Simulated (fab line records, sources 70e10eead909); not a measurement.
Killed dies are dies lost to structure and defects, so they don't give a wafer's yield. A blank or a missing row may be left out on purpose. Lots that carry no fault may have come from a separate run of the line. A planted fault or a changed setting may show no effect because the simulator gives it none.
Matching of chambers | flow nand_harc | rie_diel-03 running NHARC_A_CONTACT_DESCUM_47: 4 sister chambers
The step chemistry O2, time 3 s. 8 wafers are shown with their chamber, then 9 later ones without.

== WAFERS PAIRED WITH THEIR CHAMBERS ==
wafer  | chamber | drypump_motor_current_A (A) | showerhead_plenum_p_Torr (Torr)
L671.6 | 2       | 6.0                         | 1.93
L679.5 | 3       | 5.7                         | 1.77
L682.3 | 3       | 5.7                         | 1.77
L681.2 | 0       | 6.0                         | 1.76
L681.6 | 1       | 5.7                         | 1.94
L685.4 | 2       | 6.0                         | 1.93
L685.5 | 1       | 5.8                         | 1.93
L685.6 | 0       | 6.0                         | 2.08

== WAFERS WITH NO CHAMBER GIVEN ==
wafer  | drypump_motor_current_A (A) | showerhead_plenum_p_Torr (Torr)
L687.1 | 6.0                         | 1.92
L687.4 | 5.7                         | 1.93
L687.5 | 6.0                         | 1.92
L690.4 | 5.7                         | 1.76
L690.5 | 5.7                         | 1.76
L690.6 | 6.0                         | 1.92
L691.2 | 6.0                         | 1.92
L691.3 | 6.0                         | 2.07
L691.6 | 6.0                         | 1.92

== EACH ONE'S CHAMBER ==
wafer  | from the rows above     | in truth
L687.1 | can't be placed: 0 or 2 | 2
L687.4 | can't be placed: 3 or 1 | 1
L687.5 | can't be placed: 0 or 2 | 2
L690.4 | 3                       | 3
L690.5 | 3                       | 3
L690.6 | can't be placed: 0 or 2 | 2
L691.2 | can't be placed: 0 or 2 | 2
L691.3 | can't be placed: 2 or 0 | 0
L691.6 | can't be placed: 0 or 2 | 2
2 of 9 placed correctly. From these rows, 7 cannot be placed; in 7 the true chamber is one of the candidates. Number placed wrongly: 0.
How it was worked out, from the rows above alone: a wafer's distance from a chamber is the root of the sum, over the readings, of the square of ((its reading less the chamber's mean) divided by the reading's scatter). If the next closest chamber is less than 2 further off than the closest, the wafer can't be placed; otherwise it belongs to the closest. The mean given for a chamber averages the wafers shown for that chamber. The scatter is the square root of a quotient: the sum, over the shown wafers, of each reading's squared deviation from its chamber's mean, divided by wafers minus chambers.
